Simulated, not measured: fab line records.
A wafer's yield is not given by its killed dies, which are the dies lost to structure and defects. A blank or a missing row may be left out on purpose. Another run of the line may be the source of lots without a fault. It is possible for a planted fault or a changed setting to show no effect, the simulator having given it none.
fab line records || flow n5-finfet
[record] {"lots": 5, "wafers": 15, "last-day": 18}
route steps=1938 shown SDB@359 DUMMY_REMOVAL@377 HKMG_FIN@385 PASSIVATION@1936
lots that met no fault: taken from a fault-free run of the same line
start-h: hours from the record's first day to the start of the lot's first wafer shown || wait-h: hours from the lot's prior step to this one || " unchanged from the row above || L1.1+2: one row covering several wafers at once || - value missing, or start not given || * or withheld: withheld || < > ~ a bound
route shown NAME@n: names a module that has steps shown in the file, with the first one's number in the route || usual: mean/standard deviation of fault-free wafers || same: alike in all rows || chamber/n: place in a boat || sites: the reading at each site || _std_site: standard deviation of those values || _edge_site: inner sites' mean taken away from outer sites' mean || radius-mm: how far each site lies from the wafer's centre || mask NAME#n: copy n || behind: the last tool/chamber to shape the wafer || hold: the reason the lot was held/the length of the hold in hours/how it ended || device: which transistor (n, p or np) failed to switch || end of line: the route-end tests of the same wafers || where a step has no rows: the recipe by itself || killed: not the wafer's yield, but the dies lost to structure and defects at the first sort || map: shows each die of a wafer: x if killed, . if not, _ if none is there
set.NAME: the setting as run; set.NAME@STEP: as run at that earlier step || model.NAME: the simulator's own value behind a step, which no gauge read
a table for each step, a row for each wafer; lots at some steps of the route
[[steps]]
[step N5_SDB_DESCUM_16]
[recipe] {"chemistry": "O2", "time-s": 7.9, "source-power-w": 50, "bias-power-w": 20, "pressure-mtorr": 20, "rf-frequency-hz": 2.712e+07, "temp-c": 40, "resist": "CAR-ArF", "o2-flow-sccm": 225}
[step N5_SDB_ETCH_17]
[recipe] {"chemistry": "CF4", "target": "SiARC", "target-depth-a": 234, "mask-material": "CAR-ArF", "time-s": 39, "ion-energy-ev": 80, "pressure-mtorr": 40, "source-w": 545, "bias-w": 36, "Ar_flow_sccm": 100, "cf4-flow-sccm": 100, "ends": "cleared"}
[step N5_SDB_ETCH_18]
[recipe] {"chemistry": "N2/H2", "target": "SOC", "target-depth-a": 1000, "overetch-a": 200, "mask-material": "SiARC", "temp-c": 40, "time-s": 150, "ion-energy-ev": 200, "pressure-mtorr": 30, "source-w": 840, "bias-w": 150, "n2-flow-sccm": 200, "h2-flow-sccm": 200}
[step N5_SDB_STRIP_19]
[recipe] {"chemistry": "N2/H2", "temp-c": 40, "n2-flow-sccm": 200, "h2-flow-sccm": 200, "rf-frequency-hz": 6e+07}
[step N5_SDB_STRIP_21]
[recipe] {"chemistry": "CF4", "resist": "SiARC", "power-w": 300, "bias-power-w": 75, "pressure-mtorr": 50, "cf4-flow-sccm": 150, "rf-frequency-hz": 6e+07}
[step N5_SDB_HM_OPEN_20]
[recipe] {"chemistry": "CH3F/O2", "target": "SiNx", "mask-material": "SOC", "target-depth-a": 240, "stop-on": "poly-Si", "over-etch-frac": 0.4, "ion-energy-ev": 120, "pressure-mtorr": 30, "source-w": 395, "bias-w": 73, "Ar_flow_sccm": 150, "CH3F_flow_sccm": 30, "O2_flow_sccm": 20}
[step N5_SDB_STRIP_22]
[recipe] {"chemistry": "N2/H2", "power-w": 1000, "temp-c": 250, "h2-frac": 0.65, "overash-fraction": 0.3, "pressure-mtorr": "withheld", "n2-flow-sccm": 1750, "h2-flow-sccm": 3250}
[step N5_SDB_PRECLEAN_23]
[recipe] {"chemistry": "dHF", "time-s": 30, "temp-c": 25, "dilution": "withheld"}
[step N5_SDB_DUMMY_REMOVE_24]
[recipe] {"chemistry": "TMAH", "temp-c": 70, "target": "poly-Si", "stop-on": "SiO2", "target-depth-nm": 142, "conc-wt-pct": 5, "time-s": 57, "dry": "ipa-marangoni", "rinse-time-s": 30, "rinse-temp-c": 23}
[step N5_SDB_ETCH_25]
[recipe] {"chemistry": "C4F6/O2", "target": "SiO2", "target-depth-a": 100, "time-s": 3.3, "ion-energy-ev": 250, "mask-material": "SiNx", "pressure-mtorr": 30, "source-w": 345, "bias-w": 185, "Ar_flow_sccm": 300, "C4F6_flow_sccm": 10, "O2_flow_sccm": 10}
[step N5_SDB_CUT_ETCH_26]
[recipe] {"chemistry": "HBr/Cl2/O2", "target": "Si", "target-depth-a": 1296, "bt-time-s": 20, "mask-material": "SiNx", "time-s": 51.8, "ion-energy-ev": "*", "bias-w": "*", "pressure-mtorr": 10, "icp-w": 800, "HBr_flow_sccm": 150, "Cl2_flow_sccm": 80, "O2_flow_sccm": 12}
[usual] {"HBr_flow_sccm": "149.9/0.44", "drypump-motor-current-A": "5.7/0.56", "oes-product-au": "0.999/0.018", "throttle-valve-pct": "37.20/0.29"}
{"lot.wafer": "L593.1", "tool": "rie-si-06", "chamber": 1, "start-h": 90.88, "wait-h": 0.1, "HBr_flow_sccm": 149.5, "drypump-motor-current-A": 5.2, "oes-product-au": 0.977, "rf-hours-counter-h": 126, "throttle-valve-pct": 37.13}
{"lot.wafer": "L593.2", "tool": "rie-si-06", "chamber": 2, "start-h": 90.88, "wait-h": 0.1, "HBr_flow_sccm": 150.0, "drypump-motor-current-A": 6.7, "oes-product-au": 1.000, "rf-hours-counter-h": 62, "throttle-valve-pct": 37.43}
{"lot.wafer": "L593.5", "tool": "rie-si-06", "chamber": 2, "start-h": 90.88, "wait-h": 0.1, "HBr_flow_sccm": 149.6, "drypump-motor-current-A": 6.7, "oes-product-au": 0.992, "rf-hours-counter-h": "-", "throttle-valve-pct": 37.41}
{"lot.wafer": "L595.2", "tool": "rie-si-06", "chamber": 1, "start-h": 102.94, "wait-h": 0.1, "HBr_flow_sccm": 149.5, "drypump-motor-current-A": 5.2, "oes-product-au": 0.993, "rf-hours-counter-h": 126, "throttle-valve-pct": 37.13}
{"lot.wafer": "L595.4", "tool": "rie-si-06", "chamber": 0, "start-h": 102.94, "wait-h": 0.1, "HBr_flow_sccm": 150.4, "drypump-motor-current-A": 5.7, "oes-product-au": 1.013, "rf-hours-counter-h": 80, "throttle-valve-pct": 37.50}
{"lot.wafer": "L595.6", "tool": "rie-si-06", "chamber": 0, "start-h": 102.94, "wait-h": 0.1, "HBr_flow_sccm": 150.8, "drypump-motor-current-A": 5.7, "oes-product-au": 1.008, "rf-hours-counter-h": "-", "throttle-valve-pct": 37.51}
{"lot.wafer": "L596.2", "tool": "rie-si-06", "chamber": 3, "start-h": 109.37, "wait-h": 0.1, "HBr_flow_sccm": 148.9, "drypump-motor-current-A": 5.4, "oes-product-au": 0.983, "rf-hours-counter-h": 1, "throttle-valve-pct": 37.54}
{"lot.wafer": "L596.3", "tool": "rie-si-06", "chamber": 0, "start-h": 109.37, "wait-h": 0.1, "HBr_flow_sccm": 150.1, "drypump-motor-current-A": 5.7, "oes-product-au": 1.004, "rf-hours-counter-h": 81, "throttle-valve-pct": 37.50}
{"lot.wafer": "L596.5", "tool": "rie-si-06", "chamber": 1, "start-h": 109.37, "wait-h": 0.1, "HBr_flow_sccm": 150.4, "drypump-motor-current-A": 5.2, "oes-product-au": 0.980, "rf-hours-counter-h": "-", "throttle-valve-pct": 37.14}
{"lot.wafer": "L607.4", "tool": "rie-si-03", "chamber": 2, "start-h": 173.93, "wait-h": 0.1, "HBr_flow_sccm": 149.6, "drypump-motor-current-A": 6.0, "oes-product-au": 0.985, "rf-hours-counter-h": 165, "throttle-valve-pct": 36.92}
{"lot.wafer": "L607.5", "tool": "rie-si-03", "chamber": 1, "start-h": 173.93, "wait-h": 0.1, "HBr_flow_sccm": 150.5, "drypump-motor-current-A": 6.2, "oes-product-au": 0.989, "rf-hours-counter-h": "-", "throttle-valve-pct": 37.25}
{"lot.wafer": "L607.6", "tool": "rie-si-03", "chamber": 0, "start-h": 173.93, "wait-h": 0.1, "HBr_flow_sccm": 150.1, "drypump-motor-current-A": 5.8, "oes-product-au": 0.993, "rf-hours-counter-h": "-", "throttle-valve-pct": 36.98}
{"lot.wafer": "L608.1", "tool": "rie-si-06", "chamber": 2, "start-h": 183.10, "wait-h": 0.1, "HBr_flow_sccm": 150.5, "drypump-motor-current-A": 6.7, "oes-product-au": 1.004, "rf-hours-counter-h": 64, "throttle-valve-pct": 37.42}
{"lot.wafer": "L608.2", "tool": "rie-si-06", "chamber": 0, "start-h": 183.10, "wait-h": 0.1, "HBr_flow_sccm": 149.6, "drypump-motor-current-A": 5.7, "oes-product-au": 1.009, "rf-hours-counter-h": 82, "throttle-valve-pct": 37.53}
{"lot.wafer": "L608.5", "tool": "rie-si-06", "chamber": 1, "start-h": 183.10, "wait-h": 0.1, "HBr_flow_sccm": 149.2, "drypump-motor-current-A": 5.2, "oes-product-au": 0.980, "rf-hours-counter-h": "-", "throttle-valve-pct": 37.14}
[step N5_SDB_PRECLEAN_38]
[recipe] {"chemistry": "dHF", "time-s": 10, "dilution": "750:1", "temp-c": 25}
[step N5_SDB_PRECLEAN_39]
[recipe] {"chemistry": "O3/DIW", "time-s": 45, "temp-c": 22, "o3-ppm": 10}
[step N5_SDB_SRD_28]
[recipe] {"dry": "ipa-marangoni", "time-s": 30, "temp-c": 23, "rinse-liquid": "diw"}
[step N5_SDB_ALD_29]
[recipe] {"material": "SiNx", "target-thk-a": 300, "temp-c": 400, "ald-precursor-family": "SiH2I2", "ald-co-reactant": "N2/H2-plasma", "pulse-time-s": 1, "ald-cycles": 600, "purge-time-s": 2, "co-reactant-purge-time-s": 2, "pressure-torr": 2}
[step N5_SDB_CMP_30]
[recipe] {"stop-on": "poly-Si", "t-overpolish-s": 1.54, "post-cmp-clean": "alkaline-brush", "down-force-psi": 4.1491, "platen-rpm": 51.796, "pad-velocity-m-s": 1.0306, "target-thk-nm": 30}
[step N5_DUMMY_REMOVAL_HM_STRIP_01]
[recipe] {"chemistry": "CH3F/O2", "material": "SiNx", "target-depth-a": 40, "stop-on": "poly-Si", "time-s": 6.8, "over-etch-frac": 0.3, "ion-energy-ev": 60, "power-w": 410, "bias-w": 29, "Ar_flow_sccm": 150, "CH3F_flow_sccm": 30, "O2_flow_sccm": 20}
[step N5_DUMMY_REMOVAL_STRIP_10]
[recipe] {"chemistry": "N2/H2", "time-s": 40, "power-w": 100, "temp-c": 40, "pressure-mtorr": 100, "rf-frequency-hz": 6e+07, "bias-power-w": 3, "n2-flow-sccm": 300, "h2-flow-sccm": 300}
[step N5_DUMMY_REMOVAL_PRECLEAN_07]
[recipe] {"chemistry": "dHF", "time-s": 30, "temp-c": 25, "dilution": "withheld"}
[step N5_DUMMY_REMOVAL_DUMMY_REMOVE_02]
[recipe] {"chemistry": "TMAH", "temp-c": 70, "target": "poly-Si", "stop-on": "SiO2", "target-depth-nm": 142, "conc-wt-pct": 5, "time-s": 57, "dry": "ipa-marangoni", "rinse-time-s": 30, "rinse-temp-c": 23}
[step N5_DUMMY_REMOVAL_PRECLEAN_08]
[recipe] {"chemistry": "NF3:NH3", "afs-cycles": 2, "temp-c": 30, "time-s": 20, "sublimation-temp-c": 180, "sublimation-time-s": 60, "pressure-torr": 3, "rf-power-w": 30}
[step N5_DUMMY_REMOVAL_PRECLEAN_04]
[recipe] {"chemistry": "DHF", "time-s": 37, "temp-c": 25, "dilution": "500:1"}
[step N5_DUMMY_REMOVAL_SRD_05]
[recipe] {"dry": "ipa-marangoni", "do-ppb": 5, "time-s": 30, "temp-c": 23, "rinse-liquid": "diw"}
[step N5_HKMG_FIN_IL_REGROW_00]
[recipe] {"material": "SiO2", "target-thk-a": 7.5, "chemistry": "O3", "temp-c": "withheld", "time-s": 30}
[step N5_HKMG_FIN_HK_ALD_01]
[recipe] {"material": "HfO2", "target-thk-a": 16, "temp-c": "withheld", "ald-precursor-family": "HfCl4", "ald-co-reactant": "H2O", "pulse-time-s": 3, "purge-time-s": 3, "co-reactant-purge-time-s": 2.5, "co-reactant-pulse-time-s": 0.3, "ald-cycles": 30}
[step N5_HKMG_FIN_HK_ANNEAL_02]
[recipe] {"temp-c": 700, "time-s": 30, "ambient": "N2", "idle-temp-c": 600, "ramp-up-c-per-s": 150, "ramp-down-c-per-s": 60, "cool-to-c": 600}
[step N5_HKMG_FIN_ALD_74]
[recipe] {"material": "La2O3", "target-thk-a": 5, "temp-c": 250, "ald-precursor-family": "La-Cp", "ald-co-reactant": "O3", "pulse-time-s": 6, "co-reactant-pulse-time-s": 1, "purge-time-s": 3, "co-reactant-purge-time-s": 3}
[step N5_HKMG_FIN_ALD_75]
[recipe] {"material": "Al2O3", "target-thk-a": 10, "temp-c": 150, "ald-precursor-family": "TMA", "ald-co-reactant": "H2O", "pulse-time-s": "withheld", "co-reactant-pulse-time-s": 1}
[step N5_HKMG_FIN_COAT_41]
[recipe] {"resist": "SOC", "temp-c": 250, "time-s": 60, "spin-rpm": 1500, "resist-thk-nm": 300}
[step N5_HKMG_FIN_COAT_42]
[recipe] {"resist": "SiARC", "temp-c": 220, "time-s": 60, "spin-rpm": 1500, "resist-thk-nm": 35}
[step N5_HKMG_FIN_COAT_43]
[recipe] {"resist": "CAR-ArF", "spin-rpm": 1500, "resist-thk-nm": 90}
[step N5_HKMG_FIN_EBR_45]
[recipe] {"solvent": "PGMEA", "ebr-width-mm": 1.5}
[step N5_HKMG_FIN_SOFTBAKE_44]
[recipe] {"temp-c": 110, "time-s": 60, "resist": "CAR-ArF"}
[step N5_HKMG_FIN_EXPOSE_46]
[recipe] {"mask-id": "NDIPOLE", "na": 1.35, "source-shape": "conventional", "sigma-outer": 0.8, "polarization": "unpolarized", "dose-mj": 40}
[step N5_HKMG_FIN_PEB_47]
[recipe] {"peb-temp-c": "withheld", "peb-time-s": 60, "resist": "CAR-ArF"}
[step N5_HKMG_FIN_DEVELOP_48]
[recipe] {"develop-time-s": 30, "developer": "TMAH", "resist": "CAR-ArF", "rinse-liquid": "diw", "dry": "air-spin", "dev-temp-c": 23}
[step N5_PASSIVATION_PROBE_49]
[usual] {"defect-limited-yield": "91.2/1.5", "killed_at_M0_to_M3": "32/9.6", "killed_at_M4_up": "13/5.3", "killed-at-contacts": "13/6.7", "killed-at-front-end": "42/11", "killed-at-other": "3.8/2.9", "killed-dies": "103/17", "killed-on-rim": "14/4.4", "killed-open": "67/13", "killed-short": "35/7.9", "sort_bin_5_function": "5.2/0.94", "sort_bin_6_memory": "3.3/0.64", "sort-n-pass": "1077/17", "sort-yield-pct": "91.2/1.5"}
[same] {"gross-dies": 1180, "killed-at-back-side": 0, "sort_bin_4_leakage[%]": 0, "sort_bin_8_speed[%]": 0}
{"lot.wafer": "L593.1", "tool": "prober-01", "chamber": "-", "start-h": 318.37, "wait-h": 0.0, "defect-limited-yield[%]": 88.0, "killed_at_M0_to_M3": 27, "killed_at_M4_up": 14, "killed-at-contacts": 12, "killed-at-front-end": 88, "killed-at-other": 1, "killed-dies": 142, "killed-on-rim": 25, "killed-open": 55, "killed-short": 22, "sort_bin_5_function[%]": 7.0, "sort_bin_6_memory[%]": 2.6, "sort-n-pass": 1038, "sort-yield-pct[%]": 88.0}
{"lot.wafer": "L595.2", "tool": "prober-02", "chamber": "-", "start-h": 320.17, "wait-h": 0.1, "defect-limited-yield[%]": 84.7, "killed_at_M0_to_M3": 41, "killed_at_M4_up": 16, "killed-at-contacts": 17, "killed-at-front-end": 98, "killed-at-other": 8, "killed-dies": 180, "killed-on-rim": 32, "killed-open": 79, "killed-short": 44, "sort_bin_5_function[%]": 9.7, "sort_bin_6_memory[%]": 4.2, "sort-n-pass": 1000, "sort-yield-pct[%]": 84.7}
{"lot.wafer": "L596.5", "tool": "prober-02", "chamber": "-", "start-h": 328.54, "wait-h": 0.2, "defect-limited-yield[%]": 86.0, "killed_at_M0_to_M3": 31, "killed_at_M4_up": 7, "killed-at-contacts": 19, "killed-at-front-end": 107, "killed-at-other": 1, "killed-dies": 165, "killed-on-rim": 32, "killed-open": 76, "killed-short": 32, "sort_bin_5_function[%]": 8.3, "sort_bin_6_memory[%]": 4.2, "sort-n-pass": 1015, "sort-yield-pct[%]": 86.0}
// killed by level:class
L593.1 SDB:unspecified=62 MOL_CONTACT_COAG:geometric-particle:open=10 FIN_SAQP:geometric-particle:open=7 BEOL_M3:geometric-particle:open=6 GATE_CUT:geometric-particle:short=5 BEOL_M2:geometric-particle:open=5 BEOL_M0_SAQP:geometric-particle:open=4 DUMMY_GATE:geometric-particle:open=3
L595.2 SDB:unspecified=57 MOL_CONTACT_COAG:geometric-particle:open=15 FIN_SAQP:geometric-particle:short=11 STI_FIN_REVEAL:geometric-particle:open=10 BEOL_M3:geometric-particle:open=10 BEOL_M2:geometric-particle:open=8 BEOL_M0_SAQP:geometric-particle:short=7 BEOL_M4:geometric-particle:open=7
L596.5 SDB:unspecified=56 FIN_SAQP:geometric-particle:open=22 MOL_CONTACT_COAG:geometric-particle:open=16 FIN_SAQP:geometric-particle:short=11 BEOL_M2:geometric-particle:open=6 STI_FIN_REVEAL:geometric-particle:open=6 BEOL_M0_SAQP:geometric-particle:short=6 BEOL_M3:geometric-particle:open=6
// map L593.1 (x killed, . not)
_________________..x.........________________
______________...........x....x._____________
___________..............x...x....x__________
__________......x..........x....x.xx_________
________.......................xx.xxxx_______
_______....x.....................xxxxxx______
______.x..x....x....x...x...x...xxxxxxxx_____
_____........................x.xx..xxxxxx____
____.............................xxxxxxxxx___
___....x...x......x..............xxxxxxxxxx__
___....x.xx.x...........x...........xxxxxxx__
__.....x........x............x.....x.xxxxx.x_
__............x.........................xx.._
_.............................x..............
_.....x....................x........x....x...
_.x.......................................x..
_....x.......x..................x............
_..............................x...x.........
_.....x...............x....x..............xx.
_.x.......x..........x.......................
_............................................
__..........x............x...x............x._
__...........................x....x...x....._
___...x.................x..................__
___....................x.x.................__
____...x...x....x..............x..........___
_____....................................____
______.................................._____
_______................................______
________..xx....x......x.............._______
__________......x.x................x_________
___________.......x....xx.........x__________
______________.........x......x._____________
_________________............________________
// map L595.2 (x killed, . not)
_________________........x...________________
______________......x......xx..x_____________
___________.......................x__________
__________..x..x..xx............x.xx_________
________.........x.........x...x..xxxx_______
_______............x.x.........xx.xxxxx______
______........xx.....x...........xxxxxxx_____
_____........x........x....x.....xxxxxxxx____
____x............xx............x..xxxxxxxx___
___.....x....x....x..x...x.....x..x.xxxxxxx__
___.x.......................x..x...x.xxxxxx__
__..x....x............................xx.xxx_
__.....x.xx.x.............................x._
_......x.............xxx......xx.............
_......x.x...x......x..............x..x......
_..xx...........................x........x...
_....x...............x...xx..................
_..........................x.x.............x.
_.................x.......x..................
_.x........................x.................
_...xx.......x...........xxx.................
__x..........x..x......x....x......x..x....._
__............................x............._
___......x.x.....................x......x..__
___...................xx...................__
____...x..........x...x.x..xx....x......x.___
_____.x.....x..x...........xx............____
______......x........x.........x.....x.._____
_______........x.....x...x.xx..........______
________.x...............x...x........_______
__________.......x..........x......._________
___________...x...x.......x........__________
______________.x.xx............._____________
_________________..x.....x...________________
[[key]]
[first-sign] {"step": "N5_PASSIVATION_PROBE_49", "reading": "killed-at-front-end", "direction": "up", "sigmas": 4.8, "usual": 42, "struck": 98}
[effect] {"step": "N5_PASSIVATION_PROBE_49", "reading": "defect-limited-yield", "direction": "down", "sigmas": 3.4, "usual": 91.2, "struck": 86.2}
[more-kills-born-at] {"N5_SDB_CUT_ETCH_26@rie-si-06": 175}
met-at N5_SDB_CUT_ETCH_26
struck-wafers L593.1,L595.2,L596.5
[fault] {"kind": "chamber-particle-source", "tool": "rie-si-06", "chamber": 1, "onset-h": 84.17, "steps": "N5_SDB_CUT_ETCH_26", "rate-per-visit-cm2": 1.1822, "end-h": 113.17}
